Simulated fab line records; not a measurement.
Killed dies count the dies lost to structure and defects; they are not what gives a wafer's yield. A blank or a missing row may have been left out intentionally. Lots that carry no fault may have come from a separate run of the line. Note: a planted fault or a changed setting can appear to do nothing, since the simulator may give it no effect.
Matching of chambers :: flow nand-harc :: NHARC_A_SGD_CUT_DESCUM_14 on rie-diel-04: 4 sister chambers
The step chemistry O2, time 3 s. 16 wafers are shown with their chamber, then 8 later ones without.

## WAFERS PAIRED WITH THEIR CHAMBERS
wafer: L074.2
chamber: 2
drypump-motor-current-A (A): 4.8
rf-vpp-V (V): 57.2
oes-product-au (a.u.): 1.003

wafer: L074.3
chamber: 1
drypump-motor-current-A (A): 6.1
rf-vpp-V (V): 58.7
oes-product-au (a.u.): 0.996

wafer: L074.5
chamber: 2
drypump-motor-current-A (A): 4.8
rf-vpp-V (V): 57.2
oes-product-au (a.u.): 1.000

wafer: L075.2
chamber: 0
drypump-motor-current-A (A): 5.4
rf-vpp-V (V): 59.0
oes-product-au (a.u.): 0.980

wafer: L075.3
chamber: 2
drypump-motor-current-A (A): 4.9
rf-vpp-V (V): 57.4
oes-product-au (a.u.): 0.988

wafer: L075.4
chamber: 1
drypump-motor-current-A (A): 6.0
rf-vpp-V (V): 56.7
oes-product-au (a.u.): 0.989

wafer: L078.1
chamber: 3
drypump-motor-current-A (A): 5.6
rf-vpp-V (V): 57.0
oes-product-au (a.u.): 0.999

wafer: L078.3
chamber: 0
drypump-motor-current-A (A): 5.5
rf-vpp-V (V): 58.1
oes-product-au (a.u.): 0.991

wafer: L078.5
chamber: 1
drypump-motor-current-A (A): 6.0
rf-vpp-V (V): 58.3
oes-product-au (a.u.): 0.995

wafer: L082.1
chamber: 1
drypump-motor-current-A (A): 6.0
rf-vpp-V (V): 58.2
oes-product-au (a.u.): 0.997

wafer: L082.4
chamber: 3
drypump-motor-current-A (A): 5.6
rf-vpp-V (V): 58.3
oes-product-au (a.u.): 0.984

wafer: L082.5
chamber: 0
drypump-motor-current-A (A): 5.5
rf-vpp-V (V): 57.3
oes-product-au (a.u.): 1.000

wafer: L081.3
chamber: 2
drypump-motor-current-A (A): 4.8
rf-vpp-V (V): 57.0
oes-product-au (a.u.): 1.000

wafer: L081.4
chamber: 0
drypump-motor-current-A (A): 5.4
rf-vpp-V (V): 57.5
oes-product-au (a.u.): 0.996

wafer: L081.6
chamber: 3
drypump-motor-current-A (A): 5.6
rf-vpp-V (V): 56.8
oes-product-au (a.u.): 1.002

wafer: L085.2
chamber: 1
drypump-motor-current-A (A): 6.1
rf-vpp-V (V): 58.7
oes-product-au (a.u.): 0.997

SIGNATURES (averages over the wafers above)
reading: drypump-motor-current-A
chamber 0: 5.450
chamber 1: 6.040
chamber 2: 4.825
chamber 3: 5.600
scatter within a chamber: 0.0496

reading: rf-vpp-V
chamber 0: 57.975
chamber 1: 58.120
chamber 2: 57.200
chamber 3: 57.367
scatter within a chamber: 0.7

reading: oes-product-au
chamber 0: 0.99175
chamber 1: 0.99480
chamber 2: 0.99775
chamber 3: 0.99500
scatter within a chamber: 0.007
Rule: distance of a wafer from a chamber = root of the sum over the readings of ((wafer's reading minus chamber's mean) / reading's scatter) squared. The wafer belongs to the nearest chamber; if the next one is less than 2 further off, it can't be placed. The scatter: the root of (the sum of the squares of (reading less its chamber's mean) over the shown wafers, divided by (wafers less chambers)).

## WAFERS MISSING THEIR CHAMBER
wafer: L085.3
drypump-motor-current-A (A): 4.9
rf-vpp-V (V): 56.9
oes-product-au (a.u.): 0.997

wafer: L085.6
drypump-motor-current-A (A): 5.4
rf-vpp-V (V): 57.1
oes-product-au (a.u.): 0.990

wafer: L089.1
drypump-motor-current-A (A): 5.5
rf-vpp-V (V): 59.5
oes-product-au (a.u.): 0.985

wafer: L089.3
drypump-motor-current-A (A): 5.6
rf-vpp-V (V): 57.6
oes-product-au (a.u.): 0.971

wafer: L089.4
drypump-motor-current-A (A): 4.8
rf-vpp-V (V): 57.1
oes-product-au (a.u.): 0.976

wafer: L093.1
drypump-motor-current-A (A): 5.5
rf-vpp-V (V): 59.0
oes-product-au (a.u.): 0.995

wafer: L093.3
drypump-motor-current-A (A): 6.0
rf-vpp-V (V): 56.7
oes-product-au (a.u.): 0.997

wafer: L093.4
drypump-motor-current-A (A): 5.6
rf-vpp-V (V): 58.3
oes-product-au (a.u.): 0.993

## WHICH CHAMBER EACH ONE RAN IN
wafer: L085.3
from the rows above: 2
in truth: 2

wafer: L085.6
from the rows above: 0
in truth: 0

wafer: L089.1
from the rows above: can't be placed: 0 or 3
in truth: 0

wafer: L089.3
from the rows above: can't be placed: 3 or 0
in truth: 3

wafer: L089.4
from the rows above: 2
in truth: 2

wafer: L093.1
from the rows above: can't be placed: 0 or 3
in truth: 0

wafer: L093.3
from the rows above: 1
in truth: 1

wafer: L093.4
from the rows above: can't be placed: 3 or 0
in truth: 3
Correct placement for 4 of the 8. Unplaceable from these rows: 4, with the true chamber sitting among the candidates in 4. Placed wrongly: 0.
